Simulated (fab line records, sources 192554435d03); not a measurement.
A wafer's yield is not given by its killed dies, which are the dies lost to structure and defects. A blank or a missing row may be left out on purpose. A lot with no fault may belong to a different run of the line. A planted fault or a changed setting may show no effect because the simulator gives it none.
Chamber matching / flow n5Finfet / 4 sister chambers for N5_BEOL_M7_STRIP_36 on rieDiel-06
The step strips in N2/H2. 8 wafers are shown with their chamber, then 12 later ones without.

## WAFERS WITH THEIR CHAMBER
wafer=L085.4; chamber=1; showerheadPlenumPTorr (Torr)=2.58; drypumpMotorCurrentA (A)=6.2
wafer=L086.4; chamber=1; showerheadPlenumPTorr (Torr)=2.57; drypumpMotorCurrentA (A)=6.1
wafer=L086.5; chamber=3; showerheadPlenumPTorr (Torr)=2.66; drypumpMotorCurrentA (A)=5.9
wafer=L090.2; chamber=2; showerheadPlenumPTorr (Torr)=2.56; drypumpMotorCurrentA (A)=5.2
wafer=L090.5; chamber=0; showerheadPlenumPTorr (Torr)=2.49; drypumpMotorCurrentA (A)=6.0
wafer=L091.1; chamber=2; showerheadPlenumPTorr (Torr)=2.56; drypumpMotorCurrentA (A)=5.2
wafer=L091.2; chamber=3; showerheadPlenumPTorr (Torr)=2.66; drypumpMotorCurrentA (A)=5.9
wafer=L091.3; chamber=0; showerheadPlenumPTorr (Torr)=2.49; drypumpMotorCurrentA (A)=6.0

## WAFERS WITH NO CHAMBER GIVEN
wafer=L091.4; showerheadPlenumPTorr (Torr)=2.57; drypumpMotorCurrentA (A)=6.2
wafer=L091.5; showerheadPlenumPTorr (Torr)=2.49; drypumpMotorCurrentA (A)=6.0
wafer=L091.6; showerheadPlenumPTorr (Torr)=2.57; drypumpMotorCurrentA (A)=6.2
wafer=L092.1; showerheadPlenumPTorr (Torr)=2.49; drypumpMotorCurrentA (A)=6.0
wafer=L092.2; showerheadPlenumPTorr (Torr)=2.56; drypumpMotorCurrentA (A)=5.2
wafer=L092.3; showerheadPlenumPTorr (Torr)=2.57; drypumpMotorCurrentA (A)=6.1
wafer=L092.4; showerheadPlenumPTorr (Torr)=2.66; drypumpMotorCurrentA (A)=5.9
wafer=L092.5; showerheadPlenumPTorr (Torr)=2.66; drypumpMotorCurrentA (A)=5.9
wafer=L092.6; showerheadPlenumPTorr (Torr)=2.56; drypumpMotorCurrentA (A)=5.2
wafer=L097.2; showerheadPlenumPTorr (Torr)=2.56; drypumpMotorCurrentA (A)=6.1
wafer=L097.3; showerheadPlenumPTorr (Torr)=2.48; drypumpMotorCurrentA (A)=6.0
wafer=L097.5; showerheadPlenumPTorr (Torr)=2.65; drypumpMotorCurrentA (A)=5.9

## CHAMBER TAKEN BY EACH
wafer=L091.4; from the rows above=1; in truth=1
wafer=L091.5; from the rows above=0; in truth=0
wafer=L091.6; from the rows above=1; in truth=1
wafer=L092.1; from the rows above=0; in truth=0
wafer=L092.2; from the rows above=2; in truth=2
wafer=L092.3; from the rows above=1; in truth=1
wafer=L092.4; from the rows above=3; in truth=3
wafer=L092.5; from the rows above=3; in truth=3
wafer=L092.6; from the rows above=2; in truth=2
wafer=L097.2; from the rows above=1; in truth=1
wafer=L097.3; from the rows above=0; in truth=0
wafer=L097.5; from the rows above=3; in truth=3
Correct placement for 12 of the 12. Left unplaced by these rows: 0. 0 placed wrongly.
How it was worked out, from the rows above alone: a wafer's distance from a chamber is the root of the sum, over the readings, of the square of ((its reading less the chamber's mean) divided by the reading's scatter). If the next closest chamber is less than 2 further off than the closest, the wafer can't be placed; otherwise it belongs to the closest. A chamber's mean is the mean of its shown wafers. The scatter: take each reading less its chamber's mean, square it, sum over the shown wafers, divide by the number of wafers less the number of chambers, and take the root.
